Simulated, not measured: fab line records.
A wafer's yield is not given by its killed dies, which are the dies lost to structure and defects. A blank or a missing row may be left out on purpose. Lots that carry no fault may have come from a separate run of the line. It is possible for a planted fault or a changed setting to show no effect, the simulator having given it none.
A lot that was struck, set against a sound lot || flow nandHarc || 21 steps out of a route of 1302
Sound: wafers L994.3, L994.5, L994.6. Wafers struck: L110.3, L110.4, L110.5. Last of all comes the cause.
Order at every step that has rows: each side's tool, ch and its chambers, its first start. Under that, the readings that differ: sound wafers || struck wafers || difference of the means || sigmas: that difference in standard deviations of wafers without a fault.
alike: words and numbers the same on both sides, and readings whose means are apart by under 2 such deviations; not compared: readings that were withheld, readings missing a value for some wafer, numbers with overlapping values and no deviation given by the record, and bounds like >300 which may hide the same value.
A row with sigmas, a row that says differs or no value, or rows on one side alone: a step with any of these is where the two part. Numbers that have no deviation but don't overlap get no sigmas and don't part them. A reading that every wafer of one side lacks parts them only if that side has two wafers or more.

NHARC_A_BLC_CVD_24: deposits W, target thk 150 nm, time 434 s.
  sound on cvdW-02 ch 0,1; struck on cvdW-01 ch 0,1
  alike: heaterPowerW, throttleValvePct
NHARC_A_BLC_CMP_25: polishes, t overpolish 30 s, target thk 150 nm.
  sound on cmp-02 ch 2,3, day 23 09:11; struck on cmp-04 ch 1,3, day 29 23:13
  alike: motorCurrentA, overpolishRunS, timeToEndpointS
  not compared: padLifeWafers
after that, 1 step had no rows for these wafers: NHARC_A_BLC_SRD_27.
NHARC_A_BLC_INSPECT_28:
  sound on defectInspect-01, day 23 09:34; struck on defectInspect-02, day 29 23:38
  alike: rawDefectCount
then, 7 steps without rows for these wafers: NHARC_A_M0_DEP_00 (deposits SiOC, target thk 150 nm); NHARC_A_M0_DEHYDRATE_01 (time 120 s); NHARC_A_M0_HMDS_02 (time 30 s); NHARC_A_M0_COAT_33 (time 65 s); NHARC_A_M0_COAT_03 (resist thk 90 nm); NHARC_A_M0_SOFTBAKE_04 (time 55 s); NHARC_A_M0_EBR_05.
NHARC_A_M0_EXPOSE_06: exposes mask A M0, target cd 80 nm.
  sound on arfiScanner-01 ch 0, day 23 10:20; struck on arfiScanner-02 ch 0, day 30 00:24
{"reading": "exposureDoseMJCm2", "sound": "83.13 83.12 83.22", "struck": "123.21 123.27 123.32", "difference": "+40.11", "sigmas": "+99 or more"}
  alike: mask
then, 2 steps without rows for these wafers: NHARC_A_M0_PEB_07 (peb time 65 s); NHARC_A_M0_DEVELOP_08 (develop time 35 s).
NHARC_A_M0_CD_MEAS_09 targets a cd of 80 nm.
  sound on cdSem-02 ch 0, day 23 10:28; struck on cdSem-03 ch 0, day 30 00:32
{"reading": "cdNm (nm)", "sound": "80.3 80.4 80.1", "struck": "104.7 106.1 104.9", "difference": "+25.0", "sigmas": "+40"}
NHARC_A_M0_OVL_MEAS_10: pitch 160 nm.
  sound on overlay-01, day 23 10:34; struck on overlay-01, day 30 00:37
  alike: overlayXNm, overlayYNm
NHARC_A_M0_INSPECT_11:
  sound on defectInspect-02, day 23 10:35; struck on defectInspect-02, day 30 00:40
  alike: rawDefectCount
NHARC_A_M0_DESCUM_14: chemistry O2, time 3 s.
  sound on rieDiel-09 ch 0,2,3, day 23 10:41; struck on rieDiel-09 ch 0,1,3, day 30 00:43
{"reading": "model.A_M0.cdNm (nm)", "sound": "79.95 80.04 80.53", "struck": "105.2 106.7 104.3", "difference": "+25.2", "sigmas": ""}
  alike: drypumpMotorCurrentA, oesProductAu, rfVppV, showerheadPlenumPTorr, throttleValvePct
  not compared: rfHoursCounterH
NHARC_A_M0_ETCH_34: etches the open film in N2/H2, target depth 40 nm, overetch 12 nm, time 43.94 s.
  sound on rieDiel-09 ch 0,1,3, day 23 10:45; struck on rieDiel-09 ch 1,2, day 30 00:49
  alike: drypumpMotorCurrentA, oesProductAu, rfVppV, showerheadPlenumPTorr, throttleValvePct
  not compared: rfHoursCounterH
NHARC_A_M0_ETCH_15: etches the open film in C4F8/Ar, target depth 150 nm, overetch 15 nm, time 82.5 s.
  sound on rieDiel-09 ch 0,2,3; struck on rieDiel-09 ch 1,2
{"reading": "model.A_M0.cdNm (nm)", "sound": "79.93 80.4 80.52", "struck": "104.7 106.6 104", "difference": "+24.8", "sigmas": ""}
  alike: oesProductAu, rfVppV
  not compared: rfHoursCounterH
NHARC_A_M0_CD_MEAS_16:
  sound on cdSem-02, day 23 10:58; struck on cdSem-03, day 30 01:01
{"reading": "cdNm (nm)", "sound": "79.8 80.1 80.9", "struck": "104.8 106.8 104.2", "difference": "+25.0", "sigmas": "+26"}

WHERE THEY PART
Earliest at NHARC_A_M0_EXPOSE_06; latest, in this record, at NHARC_A_M0_CD_MEAS_16.

WHY: what had been put in by the simulator
Process parameter drift: arfiScanner-02, from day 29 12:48 on, at NHARC_A_M0_EXPOSE_06. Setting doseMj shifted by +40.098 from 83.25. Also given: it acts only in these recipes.
